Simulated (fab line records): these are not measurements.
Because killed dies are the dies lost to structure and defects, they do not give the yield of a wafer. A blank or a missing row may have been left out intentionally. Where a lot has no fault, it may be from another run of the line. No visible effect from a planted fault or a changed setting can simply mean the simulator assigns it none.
The tool behind it: which one?    flow nand harc    Sampling: 15 lots, 45 wafers, 4 of 1159 route steps

== WHAT THE GAUGES READ, wafer by wafer ==
No reading from a measuring or inspecting step in the record can be judged against a usual standard deviation.

== WHAT TOOL EACH LOT RAN ON (gives the tool, then ch and the chambers of the sampled wafers, and finally the start) ==
lot   NHARC_P_M0_ANNEAL_30              NHARC_P_M0_DEP_32                NHARC_P_M1_DEP_33                NHARC_P_M2_DEP_00
L999  rtp anneal-01 ch 0, day 6 08:49   pecvd-01 ch 0,1, day 6 09:50     pecvd-01 ch 0,2, day 6 14:10     pecvd-03 ch 0,2, day 6 14:32
L998  rtp anneal-01 ch 0, day 6 09:22   pecvd-01 ch 1,2, day 6 10:24     pecvd-04 ch 0,2, day 6 14:37     pecvd-03 ch 0,2, day 6 14:58
L101  rtp anneal-01 ch 0, day 6 18:38   pecvd-04 ch 0,2, day 6 19:38     pecvd-04 ch 1,2, day 6 23:58     pecvd-04 ch 0,2, day 7 00:24
L102  rtp anneal-01 ch 0, day 6 19:14   pecvd-01 ch 0,1, day 6 20:05     pecvd-01 ch 0,1,2, day 7 00:23   pecvd-04 ch 0,1, day 7 00:41
L103  rtp anneal-02 ch 0, day 7 02:29   pecvd-04 ch 0,1,2, day 7 03:27   pecvd-01 ch 0,2, day 7 07:32     pecvd-03 ch 0,1,2, day 7 08:02
L104  rtp anneal-01 ch 0, day 7 09:25   pecvd-04 ch 0,1, day 7 10:27     pecvd-04 ch 1,2, day 7 14:29     pecvd-03 ch 0,1, day 7 14:55
L111  rtp anneal-01 ch 0, day 9 02:22   pecvd-04 ch 0,1,2, day 9 03:19   pecvd-03 ch 0,1,2, day 9 07:31   pecvd-01 ch 0,1,2, day 9 07:52
L109  rtp anneal-01 ch 0, day 9 05:00   pecvd-01 ch 1,2, day 9 06:05     pecvd-01 ch 0,1,2, day 9 10:16   pecvd-01 ch 1,2, day 9 10:38
L113  rtp anneal-02 ch 0, day 9 23:25   pecvd-03 ch 1,2, day 10 00:22    pecvd-03 ch 0,1,2, day 10 05:07  pecvd-04 ch 1,2, day 10 05:35
L115  rtp anneal-01 ch 0, day 10 04:52  pecvd-01 ch 0,1,2, day 10 05:50  pecvd-03 ch 1,2, day 10 10:02    pecvd-04 ch 1,2, day 10 10:27
L116  rtp anneal-02 ch 0, day 10 13:52  pecvd-04 ch 0,1,2, day 10 15:10  pecvd-04 ch 0,1,2, day 10 19:17  pecvd-04 ch 0,2, day 10 19:43
L118  rtp anneal-01 ch 0, day 10 17:22  pecvd-04 ch 0,1, day 10 18:20    pecvd-03 ch 0,1, day 10 22:53    pecvd-04 ch 0,2, day 10 23:16
L119  rtp anneal-02 ch 0, day 11 00:44  pecvd-03 ch 0,1,2, day 11 01:43  pecvd-03 ch 0,1, day 11 05:52    pecvd-04 ch 0,1, day 11 06:22
L120  rtp anneal-02 ch 0, day 11 07:14  pecvd-03 ch 0,1,2, day 11 08:17  pecvd-04 ch 0,2, day 11 12:28    pecvd-03 ch 0,2, day 11 12:55
L121  rtp anneal-01 ch 0, day 11 09:24  pecvd-04 ch 0,1,2, day 11 10:19  pecvd-04 ch 0,1,2, day 11 17:48  pecvd-03 ch 0,2, day 11 18:16
- NHARC_P_M0_ANNEAL_30: time 90 s.
- NHARC_P_M0_DEP_32: deposits SiCN, target thk 30 nm.
- NHARC_P_M1_DEP_33: deposits SiCN, target thk 30 nm.
- NHARC_P_M2_DEP_00: deposits SiOC, target thk 182.5 nm.

== WHAT THE TOOLS THEMSELVES READ (means of the sampled wafers that have a number; where no wafer has one, the mark that the record gives instead) ==
NHARC_P_M0_ANNEAL_30. Usual: anneal temp c 225.02 C, standard deviation 0.16; wafer_temp_C_max 225.99, standard deviation 0.24.
lot   tool           anneal temp c (C)  wafer_temp_C_max  flag
L999  rtp anneal-01  225.15             226.11            
L998  rtp anneal-01  224.80             226.00            
L101  rtp anneal-01  225.07             226.12            
L102  rtp anneal-01  225.06             226.05            
L103  rtp anneal-02  224.90             225.95            
L104  rtp anneal-01  224.77             226.19            
L111  rtp anneal-01  224.93             225.94            
L109  rtp anneal-01  224.81             226.11            
L113  rtp anneal-02  225.09             225.71            
L115  rtp anneal-01  225.10             225.90            
L116  rtp anneal-02  225.25             225.69            
L118  rtp anneal-01  224.97             226.22            
L119  rtp anneal-02  225.16             225.87            
L120  rtp anneal-02  225.05             225.92            
L121  rtp anneal-01  225.09             226.12            

NHARC_P_M0_DEP_32. Usual: chamber pressure Torr 2.999 Torr, standard deviation 0.0063; heater power outer w 342 W, standard deviation 70; heater power w 598 W, standard deviation 110; showerhead vpp V 1332 V, standard deviation 57; susceptor temp C 370.01 C, standard deviation 0.21.
lot   tool      chamber pressure Torr (Torr)  heater power outer w (W)  heater power w (W)  showerhead vpp V (V)  susceptor temp C (C)  flag
L999  pecvd-01  3.001                         331                       614                 1260                  370.23                
L998  pecvd-01  3.000                         264                       456                 1275                  369.93                
L101  pecvd-04  2.999                         311                       570                 1324                  370.10                
L102  pecvd-01  2.998                         302                       541                 1268                  369.76                
L103  pecvd-04  3.005                         397                       691                 1342                  370.17                
L104  pecvd-04  2.995                         404                       708                 1330                  369.92                
L111  pecvd-04  2.999                         378                       662                 1330                  370.06                
L109  pecvd-01  3.005                         268                       470                 1271                  370.11                
L113  pecvd-03  3.000                         366                       606                 1332                  369.84                
L115  pecvd-01  2.996                         281                       512                 1294                  369.79                
L116  pecvd-04  2.994                         362                       628                 1330                  370.09                
L118  pecvd-04  3.000                         422                       735                 1354                  370.09                
L119  pecvd-03  2.992                         367                       607                 1388                  370.02                
L120  pecvd-03  3.005                         334                       574                 1385                  369.92                
L121  pecvd-04  3.005                         366                       634                 1331                  370.21                

NHARC_P_M1_DEP_33. Usual: chamber pressure Torr 2.999 Torr, standard deviation 0.0061; heater power outer w 330 W, standard deviation 67; heater power w 581 W, standard deviation 110; showerhead vpp V 1335 V, standard deviation 64; susceptor temp C 369.97 C, standard deviation 0.22.
lot   tool      chamber pressure Torr (Torr)  heater power outer w (W)  heater power w (W)  showerhead vpp V (V)  susceptor temp C (C)  flag
L999  pecvd-01  2.994                         262                       488                 1320                  369.94                
L998  pecvd-04  3.001                         304                       551                 1330                  370.03                
L101  pecvd-04  3.005                         390                       663                 1293                  370.09                
L102  pecvd-01  3.002                         294                       529                 1281                  370.04                
L103  pecvd-01  3.005                         331                       618                 1290                  370.00                
L104  pecvd-04  2.994                         412                       683                 1312                  369.75                
L111  pecvd-03  3.004                         340                       586                 1396                  369.92                
L109  pecvd-01  3.004                         260                       486                 1290                  369.92                
L113  pecvd-03  2.996                         306                       546                 1389                  369.86                
L115  pecvd-03  2.999                         346                       581                 1345                  370.28                
L116  pecvd-04  2.998                         351                       615                 1332                  369.96                
L118  pecvd-03  2.998                         331                       570                 1416                  369.86                
L119  pecvd-03  2.996                         328                       556                 1429                  369.90                
L120  pecvd-04  3.000                         310                       557                 1309                  369.86                
L121  pecvd-04  3.004                         398                       687                 1325                  369.99                

NHARC_P_M2_DEP_00. Usual: chamber pressure Torr 4.999 Torr, standard deviation 0.01; rf fwd power W 599.0 W, standard deviation 1.7; showerhead vpp V 1550 V, standard deviation 73.
lot   tool      chamber pressure Torr (Torr)  rf fwd power W (W)  showerhead vpp V (V)  flag
L999  pecvd-03  4.994                         600.4               1574                  
L998  pecvd-03  4.998                         600.0               1578                  
L101  pecvd-04  5.005                         601.1               1522                  
L102  pecvd-04  5.002                         597.6               1577                  
L103  pecvd-03  5.000                         599.8               1607                  
L104  pecvd-03  4.992                         599.5               1664                  
L111  pecvd-01  -                             -                   -                     OFF
L109  pecvd-01  -                             -                   -                     OFF
L113  pecvd-04  -                             -                   -                     OFF
L115  pecvd-04  5.001                         597.5               1498                  
L116  pecvd-04  5.008                         600.2               1559                  
L118  pecvd-04  4.996                         598.0               1541                  
L119  pecvd-04  4.994                         599.0               1557                  
L120  pecvd-03  4.996                         599.9               1628                  
L121  pecvd-03  5.007                         598.3               1634                  

== THE ANSWER, worked out from the rows above alone ==
Rule: take the mean of a lot's wafers that have a number; if it is more than 3 standard deviations from the usual mean, the lot is off. A lot without any number at a reading at which 4 lots or more have one is off too. Where the step has rows for the other lots, those lots are counted as sound. The gauges are gone through in route order, then the tools' own readings, and for those a lot's mean is taken as printed above. At the first step where some lot is off, the reading lying furthest off is the one used; lots without a number count as furthest.
Off: L111, L109, L113, at NHARC_P_M2_DEP_00 (chamber pressure Torr). Without a number there: L111, L109, L113.
A tool fits if, at that step or a process step before it, it ran every lot that is off, and no sound lot after the first of them. None of those tried fits.

== WHAT THE SIMULATOR PUT IN ==
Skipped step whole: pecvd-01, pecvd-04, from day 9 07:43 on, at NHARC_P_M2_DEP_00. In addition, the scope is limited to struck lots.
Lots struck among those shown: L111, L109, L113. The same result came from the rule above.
